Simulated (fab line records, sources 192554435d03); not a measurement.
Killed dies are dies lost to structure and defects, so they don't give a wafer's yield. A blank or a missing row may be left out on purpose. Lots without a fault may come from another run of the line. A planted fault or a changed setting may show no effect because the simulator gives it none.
Chamber matching | flow n5_finfet | N5_FIN_SAQP_SPACER2_ETCHBACK_29 on rie_diel-03: 4 sister chambers
The step etches SiO2 in CHF3/O2, target depth 12.2 nm, time 6.1 s. 7 wafers are shown with their chamber, then 9 later ones without.

WAFERS WITH THEIR CHAMBER
wafer  | chamber | rf_vpp_V (V) | showerhead_plenum_p_Torr (Torr)
L078.4 | 1       | 525          | 2.43
L082.4 | 0       | 526          | 2.52
L085.2 | 2       | 541          | 2.46
L085.6 | 3       | 503          | 2.32
L088.2 | 3       | 502          | 2.31
L088.3 | 2       | 542          | 2.45
L088.5 | 0       | 524          | 2.51

WAFERS WITHOUT THEIR CHAMBER
wafer  | rf_vpp_V (V) | showerhead_plenum_p_Torr (Torr)
L091.3 | 524          | 2.51
L091.5 | 504          | 2.31
L091.6 | 525          | 2.51
L092.3 | 541          | 2.45
L092.4 | 541          | 2.44
L092.6 | 524          | 2.50
L093.1 | 540          | 2.44
L093.2 | 504          | 2.31
L093.4 | 502          | 2.31

WHICH CHAMBER EACH WENT THROUGH
wafer  | from the rows above | in truth
L091.3 | 0                   | 0
L091.5 | 3                   | 3
L091.6 | 0                   | 0
L092.3 | 2                   | 2
L092.4 | 2                   | 2
L092.6 | 0                   | 0
L093.1 | 2                   | 2
L093.2 | 3                   | 3
L093.4 | 3                   | 3
Placed correctly: 9 of 9. Can't be placed from these rows: 0. Placed wrongly: 0.
How it was worked out, from the rows above alone: a wafer's distance from a chamber is the root of the sum, over the readings, of the square of ((its reading less the chamber's mean) divided by the reading's scatter). The wafer belongs to the nearest chamber; if the next one is less than 2 further off, it can't be placed. A chamber's mean is the mean of its shown wafers. The scatter: the root of (the sum of the squares of (reading less its chamber's mean) over the shown wafers, divided by (wafers less chambers)).
